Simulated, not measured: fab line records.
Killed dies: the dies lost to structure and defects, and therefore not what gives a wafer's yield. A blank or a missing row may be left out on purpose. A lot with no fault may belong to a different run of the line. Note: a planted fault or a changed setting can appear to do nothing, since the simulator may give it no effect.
Which tool did it? -- flow n5_finfet -- 22 lots, 66 wafers sampled, at 2 steps of a route of 1938

== WHAT THE GAUGES SHOWED, per wafer ==
N5_BEOL_M2_OVL_MEAS_12. Usual: for M2_OVL the level is 0.0 nm and the standard deviation is 0.63.
lot,measured,on,M2_OVL (nm),flag
L074,day 6 17:50,overlay-02,0.0 -0.6 -0.5,
L075,day 6 19:19,overlay-01,-0.1 0.7 0.0,
L077,day 6 23:55,overlay-01,1.5 0.7 0.6,
L078,day 7 10:58,overlay-02,0.2 0.4 1.1,
L079,day 7 18:04,overlay-02,0.6 -0.5 1.0,
L080,day 8 03:51,overlay-02,-0.2 -0.6 -0.1,
L081,day 8 05:58,overlay-02,0.4 0.6 0.4,
L082,day 8 09:35,overlay-01,-1.0 -0.3 0.4,
L083,day 8 19:34,overlay-01,-0.3 -0.8 -0.2,
L084,day 9 05:40,overlay-01,1.1 0.6 0.0,
L085,day 9 07:29,overlay-02,0.4 0.1 -0.2,
L086,day 9 20:02,overlay-01,0.2 -0.5 0.3,
L088,day 10 00:20,overlay-02,0.8 0.5 1.5,
L087,day 10 00:50,overlay-02,-0.2 -0.4 -0.6,
L089,day 10 09:15,overlay-02,-0.2 -0.8 -1.3,
L090,day 10 12:31,overlay-02,-0.4 0.6 -0.2,
L091,day 10 23:10,overlay-01,0.8 0.7 0.8,
L092,day 11 04:54,overlay-02,0.4 -0.2 0.0,
L093,day 11 10:31,overlay-02,0.7 0.0 0.2,
L094,day 11 10:34,overlay-01,-0.5 0.5 0.0,
L095,day 11 23:07,overlay-01,0.5 0.1 0.8,
L097,day 12 10:42,overlay-02,-0.6 -0.2 -0.6,

== WHAT TOOL EACH LOT RAN ON (gives the tool, then ch and the chambers of the sampled wafers, and finally the start) ==
lot,N5_BEOL_M1_PRE_CLEAN_60
L074,"cvd_co-01 ch 0, day 6 14:28"
L075,"cvd_co-01 ch 0,2, day 6 18:24"
L077,"cvd_co-02 ch 0,1,2, day 6 21:35"
L078,"cvd_co-02 ch 0,2, day 7 07:28"
L079,"cvd_co-02 ch 1,2, day 7 15:04"
L080,"cvd_co-02 ch 0,1,2, day 8 01:31"
L081,"cvd_co-01 ch 0,2, day 8 05:02"
L082,"cvd_co-02 ch 0,2, day 8 08:16"
L083,"cvd_co-02 ch 1,2, day 8 14:32"
L084,"cvd_co-01 ch 0,2, day 9 04:47"
L085,"cvd_co-01 ch 0,1,2, day 9 05:58"
L086,"cvd_co-01 ch 0,1, day 9 19:08"
L088,"cvd_co-01 ch 0,2, day 9 22:34"
L087,"cvd_co-01 ch 0,1,2, day 9 23:13"
L089,"cvd_co-01 ch 0,1, day 10 07:09"
L090,"cvd_co-02 ch 0,1,2, day 10 10:35"
L091,"cvd_co-02 ch 1,2, day 10 20:32"
L092,"cvd_co-01 ch 1,2, day 11 02:36"
L093,"cvd_co-02 ch 0,2, day 11 06:42"
L094,"cvd_co-02 ch 0,1,2, day 11 07:50"
L095,"cvd_co-02 ch 0,1, day 11 21:10"
L097,"cvd_co-02 ch 0,1,2, day 12 07:49"
- N5_BEOL_M1_PRE_CLEAN_60: time 15 s.

== WHAT THE TOOLS THEMSELVES READ (means of the sampled wafers that have a number; where no wafer has one, the mark that the record gives instead) ==
N5_BEOL_M1_PRE_CLEAN_60. Usual: heater_power_outer_w 16 W, standard deviation 9.3; heater_power_w 74 W, standard deviation 20.
lot,tool,heater_power_outer_w (W),heater_power_w (W),flag
L074,cvd_co-01,0,42,
L075,cvd_co-01,21,80,
L077,cvd_co-02,15,77,
L078,cvd_co-02,18,89,
L079,cvd_co-02,15,81,
L080,cvd_co-02,15,77,
L081,cvd_co-01,10,61,
L082,cvd_co-02,17,90,
L083,cvd_co-02,16,82,
L084,cvd_co-01,21,79,
L085,cvd_co-01,17,70,
L086,cvd_co-01,7,53,
L088,cvd_co-01,21,80,
L087,cvd_co-01,17,72,
L089,cvd_co-01,7,53,
L090,cvd_co-02,15,77,
L091,cvd_co-02,16,82,
L092,cvd_co-01,28,91,
L093,cvd_co-02,17,83,
L094,cvd_co-02,15,76,
L095,cvd_co-02,12,64,
L097,cvd_co-02,15,78,

== THE ANSWER, worked out from the rows above alone ==
Rule: lot off if the mean of its wafers having a number is beyond 3 standard deviations from the usual mean. Also off: a lot with no number at a reading for which 4 or more lots have one. Where the step has rows for the other lots, those lots are counted as sound. Order of review: gauges by route order, followed by the tools' own readings, for which a lot's mean as printed above is used. At the first step where some lot is off, the reading lying furthest off is the one used; lots without a number count as furthest.
No lot is off on any of the readings shown, so nothing can be concluded from this.

== WHAT THE SIMULATOR PUT IN ==
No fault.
